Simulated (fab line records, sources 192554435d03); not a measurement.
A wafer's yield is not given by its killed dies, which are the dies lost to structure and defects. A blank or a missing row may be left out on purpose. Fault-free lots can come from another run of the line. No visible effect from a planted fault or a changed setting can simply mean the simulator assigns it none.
Which tool was responsible? / flow n5_finfet / 23 lots (69 wafers sampled), 1 step of a 1938-step route

WHAT EACH GAUGE READ, for each wafer
N5_SD_EPI_P_CD_MEAS_09: the cd target is 240 nm.
lot=L074; measured=day 3 06:25; on=cd_sem-03; cd_nm (nm)=240.5 241.1 240.5
lot=L075; measured=day 3 11:46; on=cd_sem-03; cd_nm (nm)=239.5 240.1 240.9
lot=L076; measured=day 3 17:49; on=cd_sem-02; cd_nm (nm)=239.8 239.5 239.8
lot=L077; measured=day 3 23:02; on=cd_sem-03; cd_nm (nm)=240.0 239.4 238.6
lot=L078; measured=day 4 08:39; on=cd_sem-01; cd_nm (nm)=240.4 240.2 239.5
lot=L079; measured=day 4 12:35; on=cd_sem-02; cd_nm (nm)=239.3 239.4 240.3
lot=L080; measured=day 4 21:34; on=cd_sem-02; cd_nm (nm)=239.2 239.9 239.8
lot=L081; measured=day 5 02:09; on=cd_sem-02; cd_nm (nm)=239.6 238.7 238.6
lot=L082; measured=day 5 09:07; on=cd_sem-03; cd_nm (nm)=240.7 239.6 240.6
lot=L083; measured=day 5 11:59; on=cd_sem-01; cd_nm (nm)=239.5 240.4 239.6
lot=L085; measured=day 6 02:23; on=cd_sem-03; cd_nm (nm)=239.8 239.9 240.4
lot=L086; measured=day 6 09:04; on=cd_sem-03; cd_nm (nm)=240.7 241.2 240.9
lot=L087; measured=day 6 12:01; on=cd_sem-02; cd_nm (nm)=239.3 239.3 240.2
lot=L088; measured=day 6 19:28; on=cd_sem-03; cd_nm (nm)=239.8 240.5 240.2
lot=L089; measured=day 7 01:25; on=cd_sem-02; cd_nm (nm)=239.5 240.4 239.9
lot=L090; measured=day 7 05:50; on=cd_sem-02; cd_nm (nm)=240.4 240.5 240.9
lot=L091; measured=day 7 13:29; on=cd_sem-01; cd_nm (nm)=239.9 239.1 240.2
lot=L092; measured=day 7 18:43; on=cd_sem-02; cd_nm (nm)=240.8 240.6 240.8
lot=L093; measured=day 8 01:26; on=cd_sem-02; cd_nm (nm)=240.7 240.1 240.3
lot=L094; measured=day 8 05:40; on=cd_sem-03; cd_nm (nm)=240.1 240.4 241.0
lot=L095; measured=day 8 12:51; on=cd_sem-01; cd_nm (nm)=240.9 240.1 241.0
lot=L096; measured=day 9 02:49; on=cd_sem-03; cd_nm (nm)=240.7 240.3 240.3
lot=L097; measured=day 9 06:35; on=cd_sem-02; cd_nm (nm)=240.9 240.9 241.3

TOOL THAT RAN EACH LOT (tool first, then ch and the chambers of the sampled wafers, then the start)
Before these readings, the record contains no process step.

AS READ BY THE TOOLS THEMSELVES (means over the sampled wafers that have a number; for cases with no such wafer, the mark the record gives instead)
The record holds no such reading with a usual standard deviation.

THE ANSWER, worked out from the rows above alone
Rule: the lots themselves supply what counts as usual. The widest of any qualifying gaps counts: lots, ordered by their means at a reading, are off when they make up no more than a third of the lots, leave a main group of 4 or more, and stand apart from it by 3 or more times the standard deviation of that group's means. A main group whose means are all the same, to the digits that the tables above print for the reading, isn't used. Also off: a lot with no number at a reading for which 4 or more lots have one. All remaining lots with rows at the step are treated as sound. First the gauges in route order, then the tools' own readings, where a lot's mean is used as printed above. The first step at which some lot is off is used, and at that step the reading that is off furthest; a lot without a number counts as furthest.
No lot is off on any of the readings shown, so nothing can be concluded from this.

WHAT THE SIMULATOR PUT IN
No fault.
